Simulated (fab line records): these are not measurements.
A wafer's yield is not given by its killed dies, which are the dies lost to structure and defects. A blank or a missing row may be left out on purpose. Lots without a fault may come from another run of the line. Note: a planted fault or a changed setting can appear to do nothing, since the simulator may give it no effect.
Matching of chambers :: flow n5_finfet :: pecvd-04 running N5_BEOL_M8_PECVD_70: 3 sister chambers
The step deposits SiO2 from TEOS/O2, target thk 20 nm, time 22.7 s. 6 wafers are shown with their chamber, then 8 later ones without.

== EACH WAFER AND ITS CHAMBER ==
wafer: L074.4
chamber: 0
throttle_valve_pct (%): 22.9
heater_power_w (W): 691

wafer: L078.5
chamber: 0
throttle_valve_pct (%): 22.7
heater_power_w (W): 694

wafer: L087.1
chamber: 2
throttle_valve_pct (%): 21.2
heater_power_w (W): 635

wafer: L087.5
chamber: 1
throttle_valve_pct (%): 21.5
heater_power_w (W): 833

wafer: L087.6
chamber: 2
throttle_valve_pct (%): 21.1
heater_power_w (W): 636

wafer: L092.2
chamber: 1
throttle_valve_pct (%): 21.4
heater_power_w (W): 772

== WAFERS WITH NO CHAMBER GIVEN ==
wafer: L092.4
throttle_valve_pct (%): 21.5
heater_power_w (W): 776

wafer: L092.5
throttle_valve_pct (%): 22.8
heater_power_w (W): 740

wafer: L095.1
throttle_valve_pct (%): 21.2
heater_power_w (W): 708

wafer: L095.4
throttle_valve_pct (%): 22.9
heater_power_w (W): 687

wafer: L095.6
throttle_valve_pct (%): 21.5
heater_power_w (W): 711

wafer: L091.3
throttle_valve_pct (%): 21.5
heater_power_w (W): 686

wafer: L091.4
throttle_valve_pct (%): 23.2
heater_power_w (W): 775

wafer: L091.5
throttle_valve_pct (%): 21.4
heater_power_w (W): 684

== WHICH CHAMBER EACH WENT THROUGH ==
wafer: L092.4
from the rows above: 1
in truth: 1

wafer: L092.5
from the rows above: 0
in truth: 0

wafer: L095.1
from the rows above: can't be placed: 2 or 1
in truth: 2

wafer: L095.4
from the rows above: 0
in truth: 0

wafer: L095.6
from the rows above: can't be placed: 1 or 2
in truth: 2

wafer: L091.3
from the rows above: can't be placed: 2 or 1
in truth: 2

wafer: L091.4
from the rows above: 0
in truth: 0

wafer: L091.5
from the rows above: can't be placed: 2 or 1
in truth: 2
Placed correctly: 4 of 8. These rows do not allow placing 4 (true chamber among the candidates in 4). 0 placed wrongly.
How it was worked out, from the rows above alone: a wafer's distance from a chamber is the root of the sum, over the readings, of the square of ((its reading less the chamber's mean) divided by the reading's scatter). If the next closest chamber is less than 2 further off than the closest, the wafer can't be placed; otherwise it belongs to the closest. Each chamber's mean is taken over the wafers shown for it. The scatter: the root of (the sum of the squares of (reading less its chamber's mean) over the shown wafers, divided by (wafers less chambers)).
